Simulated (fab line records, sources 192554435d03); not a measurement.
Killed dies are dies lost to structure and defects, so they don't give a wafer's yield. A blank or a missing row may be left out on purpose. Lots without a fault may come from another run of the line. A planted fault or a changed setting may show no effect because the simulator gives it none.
Chamber matching | flow n5_finfet | N5_BEOL_M8_DESCUM_33 on rie_diel-05: 4 sister chambers
The step chemistry O2, time 7 s. 14 wafers are shown with their chamber, then 7 later ones without.

WAFERS WITH THEIR CHAMBER
wafer  | chamber | throttle_valve_pct (%) | showerhead_plenum_p_Torr (Torr) | oes_product_au (a.u.)
L075.1 | 0       | 20.69                  | 2.19                            | 0.76
L075.4 | 1       | 20.17                  | 2.02                            | 0.87
L075.6 | 3       | 20.48                  | 1.97                            | 0.68
L076.2 | 0       | 20.69                  | 2.19                            | 0.76
L076.3 | 1       | 20.16                  | 2.02                            | 0.86
L076.4 | 2       | 20.22                  | 2.21                            | 0.87
L082.1 | 1       | 20.18                  | 2.02                            | 0.86
L082.4 | 1       | 20.18                  | 2.02                            | 0.86
L082.5 | 0       | 20.70                  | 2.18                            | 0.76
L084.1 | 1       | 20.21                  | 2.02                            | 0.84
L084.2 | 2       | 20.25                  | 2.21                            | 0.84
L084.4 | 3       | 20.12                  | 2.23                            | 0.98
L086.1 | 0       | 20.73                  | 2.18                            | 0.74
L086.2 | 3       | 20.13                  | 2.23                            | 0.95

SIGNATURES (means of the wafers above)
reading                  | chamber 0 | chamber 1 | chamber 2 | chamber 3 | scatter within a chamber
throttle_valve_pct       | 20.7025   | 20.1800   | 20.2350   | 20.2433   | 0.0933
showerhead_plenum_p_Torr | 2.1850    | 2.0200    | 2.2100    | 2.1433    | 0.0672
oes_product_au           | 0.7550    | 0.8580    | 0.8550    | 0.8700    | 0.0747
Rule: a wafer's distance from a chamber is the root of the sum, over the readings, of the square of ((its reading less the chamber's mean) divided by the reading's scatter). The wafer belongs to the nearest chamber; if the next one is less than 2 further off, it can't be placed. The scatter: the root of (the sum of the squares of (reading less its chamber's mean) over the shown wafers, divided by (wafers less chambers)).

WAFERS WITHOUT THEIR CHAMBER
wafer  | throttle_valve_pct (%) | showerhead_plenum_p_Torr (Torr) | oes_product_au (a.u.)
L086.4 | 20.20                  | 2.01                            | 0.84
L092.1 | 20.22                  | 2.01                            | 0.82
L092.2 | 20.25                  | 2.20                            | 0.82
L092.5 | 20.21                  | 2.01                            | 0.82
L096.3 | 20.28                  | 2.20                            | 0.80
L096.5 | 20.24                  | 2.01                            | 0.82
L096.6 | 20.75                  | 2.17                            | 0.73

WHICH CHAMBER EACH WENT THROUGH
wafer  | from the rows above     | in truth
L086.4 | can't be placed: 1 or 3 | 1
L092.1 | can't be placed: 1 or 3 | 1
L092.2 | can't be placed: 2 or 3 | 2
L092.5 | can't be placed: 1 or 3 | 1
L096.3 | can't be placed: 2 or 3 | 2
L096.5 | can't be placed: 1 or 3 | 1
L096.6 | 0                       | 0
Placed correctly: 1 of 7. Can't be placed from these rows: 6 (the true chamber is among the candidates in 6). Placed wrongly: 0.
